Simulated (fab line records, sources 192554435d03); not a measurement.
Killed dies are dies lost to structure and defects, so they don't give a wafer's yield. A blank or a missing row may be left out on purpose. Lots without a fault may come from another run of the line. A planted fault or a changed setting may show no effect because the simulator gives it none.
Chamber matching | flow n5_finfet | N5_BEOL_M4_ETCH_74 on rie_diel-01: 4 sister chambers
The step etches underlayer in N2/H2, target depth 6.5 nm, time 5.2 s. 8 wafers are shown with their chamber, then 7 later ones without.

WAFERS WITH THEIR CHAMBER
wafer  | chamber | showerhead_plenum_p_Torr (Torr) | throttle_valve_pct (%)
L075.5 | 2       | 2.67                            | 18.18
L080.3 | 0       | 2.50                            | 18.00
L080.4 | 3       | 2.69                            | 17.57
L085.1 | 1       | 2.49                            | 17.73
L085.4 | 3       | 2.69                            | 17.56
L085.5 | 0       | 2.50                            | 18.02
L086.2 | 2       | 2.66                            | 18.22
L086.4 | 1       | 2.49                            | 17.71

WAFERS WITHOUT THEIR CHAMBER
wafer  | showerhead_plenum_p_Torr (Torr) | throttle_valve_pct (%)
L086.6 | 2.50                            | 18.02
L091.3 | 2.68                            | 17.59
L091.4 | 2.49                            | 18.07
L091.6 | 2.66                            | 18.22
L095.1 | 2.48                            | 17.75
L095.4 | 2.49                            | 18.05
L095.5 | 2.49                            | 18.05

WHICH CHAMBER EACH WENT THROUGH
wafer  | from the rows above | in truth
L086.6 | 0                   | 0
L091.3 | 3                   | 3
L091.4 | 0                   | 0
L091.6 | 2                   | 2
L095.1 | 1                   | 1
L095.4 | 0                   | 0
L095.5 | 0                   | 0
Placed correctly: 7 of 7. Can't be placed from these rows: 0. Placed wrongly: 0.
How it was worked out, from the rows above alone: a wafer's distance from a chamber is the root of the sum, over the readings, of the square of ((its reading less the chamber's mean) divided by the reading's scatter). The wafer belongs to the nearest chamber; if the next one is less than 2 further off, it can't be placed. A chamber's mean is the mean of its shown wafers. The scatter: the root of (the sum of the squares of (reading less its chamber's mean) over the shown wafers, divided by (wafers less chambers)).
